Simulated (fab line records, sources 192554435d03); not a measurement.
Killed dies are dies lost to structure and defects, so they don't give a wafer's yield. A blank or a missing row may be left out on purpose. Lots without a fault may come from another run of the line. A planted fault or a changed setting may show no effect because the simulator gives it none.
fab line records | flow n5_finfet | part 2 of 2: steps 29 to 34 of 34
record lots=5 wafers=15 last_day=17
route steps=1938 shown SD_EPI_N@280 SD_EPI_P@295
lots that met no fault: from a run of the same line without faults
start_h: hours from the record's first day to the start of the lot's first wafer shown | wait_h: hours since the lot's step before | " the same as in the row above | L1.1+2: a row that stands for several wafers | - no value, or no start given | * or withheld: withheld | < > ~ a bound
route shown NAME@n: a module of which the file shows steps, and the number in the route of the first | usual: mean/standard deviation of fault-free wafers | same: alike in all rows | chamber/n: place in a boat | sites: the reading at each site | _std_site: their standard deviation | _edge_site: outer sites' mean less inner sites' | radius_mm: how far each site lies from the wafer's centre | mask NAME#n: copy n | behind: the tool/chamber that last shaped the wafer | hold: why the lot was held/for how many hours/how that ended | device: the transistor (n, p or np) that didn't switch | end of line: the same wafers' tests at the end of the route | a step without rows: its recipe alone | killed: dies lost to structure and defects at the first sort, not the wafer's yield | map: a wafer's dies, x killed, . not, _ none there
set.NAME: the setting as run; set.NAME@STEP: as run at that earlier step | model.NAME: the simulator's own value behind a step, which no gauge read
lots at some steps of the route; a table a step, a row a wafer
services: from which hour (start_h, from the record's first day; less than 0 if before it) a tool's chamber was out of use, for how many hours, and why
## steps
# step N5_SD_EPI_P_ETCH_37
# recipe chemistry=N2/H2 target=SOC overetch_a=1080 mask_material=SiARC temp_c=40 ion_energy_ev=100 source_w=3000 bias_w=133 pressure_mtorr=20 time_s=486 n2_flow_sccm=200 h2_flow_sccm=200 ends=end_point
# usual drypump_motor_current_A=5.7/0.31 oes_product_au=0.70/0.072 rf_vpp_V=240.6/1.4 showerhead_plenum_p_Torr=2.53/0.091 throttle_valve_pct=23.94/0.28
# columns lot.wafer tool chamber start_h wait_h drypump_motor_current_A oes_product_au rf_hours_counter_h rf_vpp_V showerhead_plenum_p_Torr throttle_valve_pct
L077.3 rie_diel-06 2 72.94 0.0 5.5 0.65 180 239.4 2.54 23.96
L077.4 " 3 " " 5.8 0.87 6 239.4 2.60 24.04
L077.6 " 1 " " 5.9 0.69 - 241.6 2.66 23.89
L081.2 rie_diel-05 2 95.54 0.0 5.6 0.79 33 241.3 2.58 23.63
L081.4 " 3 " " 6.1 0.61 242 238.4 2.39 24.44
L081.5 " 2 " " 5.6 0.79 - 240.8 2.58 23.62
L083.1 rie_diel-05 0 110.25 0.0 5.8 0.69 122 241.0 2.44 23.72
L083.2 " 2 " " 5.6 0.79 36 240.1 2.58 23.62
L083.6 " 1 " " 5.7 0.67 - 240.2 2.53 23.43
L094.1 rie_diel-03 3 172.49 0.0 5.2 0.67 177 239.5 2.53 24.20
L094.2 " 1 " " 6.3 0.64 190 238.9 2.42 24.04
L094.3 " 2 " " 5.5 0.83 5 242.1 2.71 23.55
L097.1 rie_diel-05 0 192.77 0.0 5.8 0.67 149 240.4 2.43 23.76
L097.2 " 1 " " 5.7 0.66 165 241.8 2.52 23.46
L097.5 " 0 " " 5.8 0.68 - 239.6 2.43 23.75
# step N5_SD_EPI_P_STRIP_38
# recipe chemistry=N2/H2 temp_c=40 n2_flow_sccm=200 h2_flow_sccm=200 rf_frequency_hz=6e+07
# columns lot.wafer tool chamber start_h wait_h
L077.3+4+6 rie_diel-06 2,3,1 73.25 0.2
L081.2+4+5 rie_diel-05 2,3,2 95.85 0.2
L083.1+2+6 rie_diel-05 0,2,1 110.57 0.2
L094.1+2+3 rie_diel-03 3,1,2 172.81 0.2
L097.1+2+5 rie_diel-05 0,1,0 193.08 0.2
# step N5_SD_EPI_P_ETCHBACK_46
# recipe chemistry=CH3F/O2 mode=anisotropic_etchback target=SiNx target_depth_a=175 stop_on=SiO2 over_etch_frac=0.3 ion_energy_ev=120 pressure_mtorr=30 source_w=395 bias_w=73 Ar_flow_sccm=150 CH3F_flow_sccm=30 O2_flow_sccm=20
# usual drypump_motor_current_A=5.7/0.31 oes_product_au=0.66/0.068 rf_vpp_V=299/5 showerhead_plenum_p_Torr=1.99/0.071 throttle_valve_pct=16.38/0.21
# columns lot.wafer tool chamber start_h wait_h drypump_motor_current_A oes_product_au rf_hours_counter_h rf_vpp_V showerhead_plenum_p_Torr throttle_valve_pct
L077.3 rie_diel-06 2 73.26 0.0 5.5 0.62 180 296 1.98 16.21
L077.4 " 3 " " 5.8 0.82 6 295 2.05 16.44
L077.6 " 1 " " 5.9 0.66 - 301 2.09 16.39
L081.2 rie_diel-05 2 95.86 0.0 5.6 0.76 33 297 2.04 16.16
L081.4 " 3 " " 6.1 0.58 242 304 1.89 16.81
L081.5 " 2 " " 5.6 0.76 - 297 2.04 16.16
L083.1 rie_diel-05 0 110.58 0.0 5.8 0.67 122 295 1.93 16.53
L083.2 " 2 " " 5.6 0.75 37 297 2.04 16.13
L083.6 " 1 " " 5.7 0.64 - 307 1.99 15.95
L094.1 rie_diel-03 3 172.82 0.0 5.2 0.64 177 293 2.01 16.48
L094.2 " 1 " " 6.2 0.61 190 300 1.91 16.54
L094.3 " 2 " " 5.5 0.80 5 303 2.14 16.16
L097.1 rie_diel-05 0 193.09 0.0 5.8 0.64 150 292 1.92 16.59
L097.2 " 1 " " 5.7 0.63 165 305 1.98 16.01
L097.5 " 0 " " 5.8 0.65 - 292 1.92 16.56
# step N5_SD_EPI_P_ETCH_47
# recipe chemistry=CH3F/O2 target=SiOCN target_depth_a=250 mask_material=SOC ion_energy_ev=60 bias_w=29 pressure_mtorr=30 source_w=410 Ar_flow_sccm=150 CH3F_flow_sccm=30 O2_flow_sccm=20
# usual drypump_motor_current_A=5.7/0.31 oes_product_au=0.78/0.084 rf_vpp_V=128.1/2.2 showerhead_plenum_p_Torr=1.99/0.071 throttle_valve_pct=16.36/0.21
# columns lot.wafer tool chamber start_h wait_h drypump_motor_current_A oes_product_au rf_hours_counter_h rf_vpp_V showerhead_plenum_p_Torr throttle_valve_pct
L077.3 rie_diel-06 2 73.36 0.1 5.5 0.71 180 127.0 1.98 16.20
L077.4 " 3 " " 5.8 0.98 6 126.0 2.05 16.40
L077.6 " 1 " " 5.9 0.76 - 129.9 2.09 16.36
L081.2 rie_diel-05 2 95.96 0.1 5.6 0.91 33 128.9 2.04 16.12
L081.4 " 3 " " 6.1 0.67 242 130.1 1.89 16.79
L081.5 " 2 " " 5.6 0.91 - 128.2 2.04 16.11
L083.1 rie_diel-05 0 110.68 0.1 5.8 0.80 122 125.7 1.93 16.49
L083.2 " 2 " " 5.6 0.90 37 127.8 2.04 16.12
L083.6 " 1 " " 5.7 0.76 - 132.5 1.99 15.93
L094.1 rie_diel-03 3 172.92 0.1 5.2 0.74 177 125.4 2.01 16.45
L094.2 " 1 " " 6.2 0.72 190 128.6 1.91 16.51
L094.3 " 2 " " 5.5 0.94 5 130.1 2.14 16.13
L097.1 rie_diel-05 0 193.19 0.1 5.8 0.78 150 126.5 1.92 16.57
L097.2 " 1 " " 5.7 0.73 165 131.7 1.98 16.01
L097.5 " 0 " " 5.8 0.78 - 126.1 1.92 16.54
# step N5_SD_EPI_P_ETCH_16
# recipe chemistry=CHF3/O2 target=SiO2 target_depth_a=50 mask_material=SOC pressure_mtorr=30 source_w=650 bias_w=170 Ar_flow_sccm=200 CHF3_flow_sccm=50 O2_flow_sccm=5 ion_energy_ev=200
# usual drypump_motor_current_A=5.7/0.31 oes_product_au=0.78/0.084 rf_vpp_V=527/8.8 showerhead_plenum_p_Torr=2.40/0.082 throttle_valve_pct=18.95/0.21
# columns lot.wafer tool chamber start_h wait_h drypump_motor_current_A oes_product_au rf_hours_counter_h rf_vpp_V showerhead_plenum_p_Torr throttle_valve_pct
L077.3 rie_diel-06 2 73.46 0.1 5.5 0.71 180 524 2.38 18.71
L077.4 " 3 " " 5.8 0.99 6 516 2.47 19.02
L077.6 " 1 " " 5.9 0.76 - 534 2.52 18.96
L081.2 rie_diel-05 2 96.06 0.1 5.6 0.90 33 524 2.45 18.72
L081.4 " 3 " " 6.1 0.67 242 534 2.28 19.36
L081.5 " 2 " " 5.6 0.90 - 523 2.45 18.72
L083.1 rie_diel-05 0 110.78 0.1 5.8 0.79 122 517 2.33 19.10
L083.2 " 2 " " 5.6 0.89 37 524 2.45 18.73
L083.6 " 1 " " 5.7 0.74 - 539 2.40 18.50
L094.1 rie_diel-03 3 173.02 0.1 5.2 0.74 177 516 2.42 19.03
L094.2 " 1 " " 6.2 0.72 190 528 2.30 19.08
L094.3 " 2 " " 5.5 0.94 5 532 2.57 18.76
L097.1 rie_diel-05 0 193.29 0.1 5.8 0.77 150 518 2.31 19.16
L097.2 " 1 " " 5.7 0.74 165 540 2.39 18.55
L097.5 " 0 " " 5.9 0.77 - 517 2.31 19.15
# step N5_SD_EPI_P_STRIP_50
# recipe chemistry=CHF3/O2 resist=SiARC rf_frequency_hz=6e+07
# columns lot.wafer tool chamber start_h wait_h
L077.3+4+6 rie_diel-06 2,3,1 73.50 0.0
L081.2+4+5 rie_diel-05 2,3,2 96.10 0.0
L083.1+2+6 rie_diel-05 0,2,1 110.82 0.0
L094.1+2+3 rie_diel-03 3,1,2 173.06 0.0
L097.1+2+5 rie_diel-05 0,1,0 193.33 0.0
## services
# columns tool chamber start_h hours kind
ald_sin-01 0 48.15 11.9 repair
rie_diel-05 1 55.98 6.4 repair
rie_diel-05 0 58.55 9.7 repair
remote_plasma-01 - 59.79 0.6 repair
arfi_scanner-03 - 60.07 0.8 repair
arfi_scanner-03 - 61.16 0.9 repair
ald_sin-02 - 70.28 0.8 pm
rie_diel-01 - 72.88 0.5 repair
rie_diel-03 - 76.83 0.6 repair
rie_diel-06 2 78.81 9.3 repair
epi_rpcvd-01 - 80.55 14.6 pm
arfi_scanner-03 - 93.21 0.7 repair
ald_sin-02 1 93.30 6.1 repair
epi_rpcvd-01 - 95.15 2.8 pm
rie_diel-03 2 100.80 22.0 repair
arfi_scanner-03 - 104.29 1.1 repair
rie_diel-06 1 113.13 2.7 repair
arfi_scanner-03 - 114.95 5.2 repair
arfi_scanner-03 - 120.20 0.8 pm
plasma_asher-02 - 124.50 8.6 repair
arfi_scanner-03 - 129.49 1.0 pm
rie_diel-05 2 147.57 7.4 repair
arfi_scanner-03 - 156.61 1.3 pm
arfi_scanner-03 - 174.39 3.9 pm
